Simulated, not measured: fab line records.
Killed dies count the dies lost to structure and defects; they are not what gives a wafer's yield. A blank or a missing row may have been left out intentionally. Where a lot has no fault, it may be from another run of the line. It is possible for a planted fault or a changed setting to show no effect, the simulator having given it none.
fab line records    flow nandHarc    part 2 of 2: steps 29 to 42 of 42
[record] lots = 5  wafers = 15  lastDay = 31
route steps=1302 shown A_BLC@1135 A_M0@1137 A_M1@1169
lots untouched by any fault: they come from a run of this same line in which no faults occurred
startH: hours from the record's opening day to when the first of the lot's shown wafers began    waitH: time in hours since the lot's previous step    " unchanged from the row above    L1.1+2: one row covering several wafers at once    - no value, or no start was given    * or withheld: withheld    < > ~ a bound
route shown NAME@n: names a module that has steps shown in the file, with the first one's number in the route    usual: the fault-free wafers' mean and standard deviation    same: alike in all rows    chamber/n: place in a boat    sites: each site's reading    _std_site: their standard deviation    _edge_site: the outer-site mean with the inner-site mean subtracted    radiusMm: how far each site lies from the wafer's centre    mask NAME#n: copy n    behind: the last tool/chamber to shape the wafer    hold: cause of the lot's hold/its duration in hours/its outcome    device: names the non-switching transistor (n, p or np)    end of line: the same wafers' tests at the end of the route    a step given without rows: its recipe and nothing more    killed: not the wafer's yield, but the dies lost to structure and defects at the first sort    map: a wafer's dies, marking killed ones x, the rest . and places with no die _
set.NAME: the run value of the setting; set.NAME@STEP: its run value at that earlier step    model.NAME: the simulator's own value behind a step, which no gauge read
lots at some steps of the route; a table a step, a row a wafer
services: the hour from which a tool's chamber was out of use, counted from the record's first day as startH (under 0 if before that day), plus the number of hours and why
[[steps]]
[step NHARC_A_M0_THK_MEAS_24]
[recipe] thkMeasGauge = xrf
[usual] thkNm = 113.6/1.8
lot.wafer  tool          chamber  startH  waitH  thkNm
L075.1     filmMetro-02  -        532.56  -      112.7
L075.2     "             -        "       "      114.7
L075.4     "             -        "       "      112.1
L077.1     filmMetro-02  -        563.75  -      114.9
L077.4     "             -        "       "      113.8
L077.6     "             -        "       "      113.4
L082.2     filmMetro-01  -        612.31  -      112.8
L082.4     "             -        "       "      113.9
L082.6     "             -        "       "      114.3
L088.1     filmMetro-02  -        679.04  -      114.5
L088.2     "             -        "       "      113.9
L088.5     "             -        "       "      113.9
L093.3     filmMetro-02  -        707.73  -      114.7
L093.4     "             -        "       "      112.2
L093.6     "             -        "       "      112.5
[step NHARC_A_M0_SRD_25]
lot.wafer   tool         chamber  startH  waitH
L075.2+1+4  wetBench-08  2,4,5    532.60  0.0
L077.4+6+1  wetBench-08  3,4,5    563.80  0.0
L082.2+4+6  wetBench-08  0,1,2    612.36  0.0
L088.5+1+2  wetBench-08  4,6,0    679.08  0.0
L093.4+6+3  wetBench-08  3,4,5    707.78  0.0
[step NHARC_A_M0_INSPECT_27]
[usual] rawDefectCount = 528/130
lot.wafer  tool              chamber  startH  waitH  rawDefectCount
L075.1     defectInspect-02  -        532.71  0.0    585
L075.2     "                 -        "       "      517
L075.4     "                 -        "       "      582
L077.1     defectInspect-01  -        563.91  0.0    373
L077.4     "                 -        "       "      686
L077.6     "                 -        "       "      538
L082.2     defectInspect-02  -        612.47  0.0    431
L082.4     "                 -        "       "      527
L082.6     "                 -        "       "      469
L088.1     defectInspect-01  -        679.19  0.0    466
L088.2     "                 -        "       "      476
L088.5     "                 -        "       "      429
L093.3     defectInspect-01  -        707.89  0.0    421
L093.4     "                 -        "       "      395
L093.6     "                 -        "       "      466
[step NHARC_A_M0_PRE_CLEAN_31]
[recipe] timeS = 12  tempC = 370  rfPowerW = 300  gas = NH3
[usual] heaterPowerW = 625/81
lot.wafer  tool      chamber  startH  waitH  heaterPowerW
L075.1     pecvd-03  1        532.78  0.1    551
L075.2     "         0        "       "      613
L075.4     "         0        "       "      627
L077.1     pecvd-03  2        564.01  0.1    654
L077.4     "         2        "       "      649
L077.6     "         0        "       "      722
L082.2     pecvd-04  2        612.55  0.1    574
L082.6     "         1        "       "      521
L082.4     "         0        "       "      799
L088.1     pecvd-04  2        679.26  0.1    735
L088.2     "         1        "       "      535
L088.5     "         1        "       "      534
L093.3     pecvd-03  1        708.02  0.1    670
L093.6     "         2        "       "      623
L093.4     "         0        "       "      753
[step NHARC_A_M0_DEP_32]
[recipe] targetThkA = 300  tempC = 370  targetThkNm = 30  pressureTorr = 3  flowSccm = 200  rfW = 450  material = SiCN
[usual] chamberPressureTorr = 3.000/0.006  heaterPowerW = 572/84
lot.wafer  tool      chamber  startH  waitH  chamberPressureTorr  heaterPowerW
L075.1     pecvd-03  1        532.86  0.1    2.996                571
L075.2     "         0        "       "      3.001                655
L075.4     "         0        "       "      3.000                647
L077.1     pecvd-03  2        564.12  0.1    3.000                581
L077.4     "         2        "       "      3.001                574
L077.6     "         0        "       "      2.997                579
L082.2     pecvd-04  2        612.65  0.1    2.993                544
L082.6     "         1        "       "      2.985                555
L082.4     "         0        "       "      3.000                732
L088.1     pecvd-04  2        679.34  0.1    2.994                637
L088.2     "         1        "       "      2.998                519
L088.5     "         1        "       "      2.996                522
L093.3     pecvd-03  1        708.10  0.1    3.000                579
L093.6     "         2        "       "      2.994                573
L093.4     "         0        "       "      2.998                689
[step NHARC_A_M1_DEP_00]
[recipe] targetThkA = 1825  targetThkNm = 182.5  tempC = withheld  pressureTorr = 5  flowSccm = 200  rfW = 600  material = SiOC
[usual] chamberPressureTorr = 4.999/0.012
lot.wafer  tool      chamber  startH  waitH  chamberPressureTorr
L075.2     pecvd-02  0        533.32  -      4.985
L075.1     "         1        "       "      5.000
L075.4     "         0        "       "      4.989
L077.1     pecvd-04  2        564.47  -      4.994
L077.6     "         2        "       "      5.007
L077.4     "         0        "       "      5.011
L082.2     pecvd-04  2        -       -      5.004
L082.6     "         2        "       "      5.011
L082.4     "         0        "       "      5.013
L088.1     pecvd-02  0        679.76  -      4.985
L088.2     "         1        "       "      4.987
L088.5     "         0        "       "      4.991
L093.3     pecvd-02  0        708.52  -      4.975
L093.6     "         0        "       "      4.992
L093.4     "         2        "       "      4.994
[step NHARC_A_M1_DEHYDRATE_01]
[recipe] tempC = 150  timeS = 120
lot.wafer   tool           chamber  startH  waitH
L075.1+2+4  lithoTrack-01  0        533.68  -
L077.1+4+6  lithoTrack-01  0        564.87  -
L082.2+4+6  lithoTrack-04  0        613.41  -
L088.1+2+5  lithoTrack-06  0        680.16  -
L093.3+4+6  lithoTrack-01  0        708.92  -
[step NHARC_A_M1_HMDS_02]
[recipe] timeS = 30
lot.wafer   tool           chamber  startH  waitH
L075.1+2+4  lithoTrack-01  0        -       -
L077.1+4+6  lithoTrack-01  0        -       -
L082.2+4+6  lithoTrack-04  0        -       -
L088.1+2+5  lithoTrack-06  0        -       -
L093.3+4+6  lithoTrack-01  0        -       -
[step NHARC_A_M1_COAT_34]
[recipe] tempC = 200  timeS = 65
lot.wafer   tool           chamber  startH  waitH
L075.1+2+4  lithoTrack-01  0        -       -
L077.1+4+6  lithoTrack-01  0        -       -
L082.2+4+6  lithoTrack-04  0        -       -
L088.1+2+5  lithoTrack-06  0        -       -
L093.3+4+6  lithoTrack-01  0        -       -
[step NHARC_A_M1_COAT_03]
[recipe] spinRpm = 1500  resistThkNm = 90
lot.wafer   tool           chamber  startH  waitH
L075.1+2+4  lithoTrack-01  0        -       -
L077.1+4+6  lithoTrack-01  0        -       -
L082.2+4+6  lithoTrack-04  0        -       -
L088.1+2+5  lithoTrack-06  0        -       -
L093.3+4+6  lithoTrack-01  0        -       -
[step NHARC_A_M1_SOFTBAKE_04]
[recipe] tempC = 105  timeS = 55
lot.wafer   tool           chamber  startH  waitH
L075.1+2+4  lithoTrack-01  0        -       -
L077.1+4+6  lithoTrack-01  0        -       -
L082.2+4+6  lithoTrack-04  0        -       -
L088.1+2+5  lithoTrack-06  0        -       -
L093.3+4+6  lithoTrack-01  0        -       -
[step NHARC_A_M1_EBR_05]
lot.wafer   tool           chamber  startH  waitH
L075.1+2+4  lithoTrack-01  0        -       -
L077.1+4+6  lithoTrack-01  0        -       -
L082.2+4+6  lithoTrack-04  0        -       -
L088.1+2+5  lithoTrack-06  0        -       -
L093.3+4+6  lithoTrack-01  0        -       -
[step NHARC_A_M1_EXPOSE_06]
[recipe] na = 1.35  targetCdNm = 120  doseMj = 75.13  maskId = A_M1
[usual] exposureDoseMJCm2 = 75.06/0.085  focusOffsetNm = -0.1/0.55
lot.wafer  tool            chamber  startH  waitH  mask    exposureDoseMJCm2  focusOffsetNm
L075.1     arfiScanner-03  0        533.84  -      A_M1#0  75.12              -0.6
L075.2     "               0        "       "      A_M1#0  75.09              -0.1
L075.4     "               0        "       "      A_M1#0  75.12              -0.6
L077.1     arfiScanner-03  0        565.03  -      A_M1#0  74.99              0.6
L077.4     "               0        "       "      A_M1#0  74.95              -0.9
L077.6     "               0        "       "      A_M1#0  75.06              0.0
L082.2     arfiScanner-01  0        613.70  -      A_M1#0  75.03              -0.1
L082.4     "               0        "       "      A_M1#0  74.96              0.7
L082.6     "               0        "       "      A_M1#0  75.08              0.3
L088.1     arfiScanner-01  0        680.45  -      A_M1#0  75.16              -0.8
L088.2     "               0        "       "      A_M1#0  75.13              -0.8
L088.5     "               0        "       "      A_M1#0  75.21              -0.5
L093.3     arfiScanner-03  0        709.09  -      A_M1#0  75.07              -0.3
L093.4     "               0        "       "      A_M1#0  75.03              0.4
L093.6     "               0        "       "      A_M1#0  75.05              0.4
[step NHARC_A_M1_PEB_07]
[recipe] pebTempC = 100  pebTimeS = 65
lot.wafer   tool           chamber  startH  waitH
L075.1+2+4  lithoTrack-04  0        533.90  0.1
L077.1+4+6  lithoTrack-06  0        565.10  0.1
L082.2+4+6  lithoTrack-06  0        613.76  0.1
L088.1+2+5  lithoTrack-04  0        680.51  0.1
L093.3+4+6  lithoTrack-01  0        709.14  0.0
[[services]]
tool            chamber  startH  hours  kind
pvdSputter-02   -        507.80  1.3    repair
rieDiel-13      -        519.00  9.0    pm
pecvd-03        -        523.60  0.3    repair
lithoTrack-06   -        529.00  7.0    pm
pecvd-03        -        530.37  1.0    repair
pecvd-03        -        547.35  13.0   pm
lithoTrack-04   -        553.00  7.0    pm
pvdSputter-02   -        553.37  2.0    repair
rieDiel-05      0        558.58  8.2    repair
arfiScanner-03  -        566.62  4.0    pm
pecvd-04        1        574.37  3.9    repair
pvdSputter-02   -        579.80  9.7    repair
rieDiel-05      -        583.60  9.0    pm
pecvd-04        -        631.00  13.0   pm
pvdSputter-02   -        638.00  10.0   pm
rieDiel-05      3        641.01  3.1    repair
rieDiel-13      3        661.84  7.6    repair
pecvd-03        2        664.35  6.6    repair
lithoTrack-01   -        680.00  7.0    pm
pecvd-04        -        691.69  0.8    repair
pecvd-04        2        694.06  17.0   repair
rieDiel-13      -        696.00  9.0    pm
pecvd-04        -        697.92  3.4    repair
lithoTrack-06   -        704.00  7.0    pm
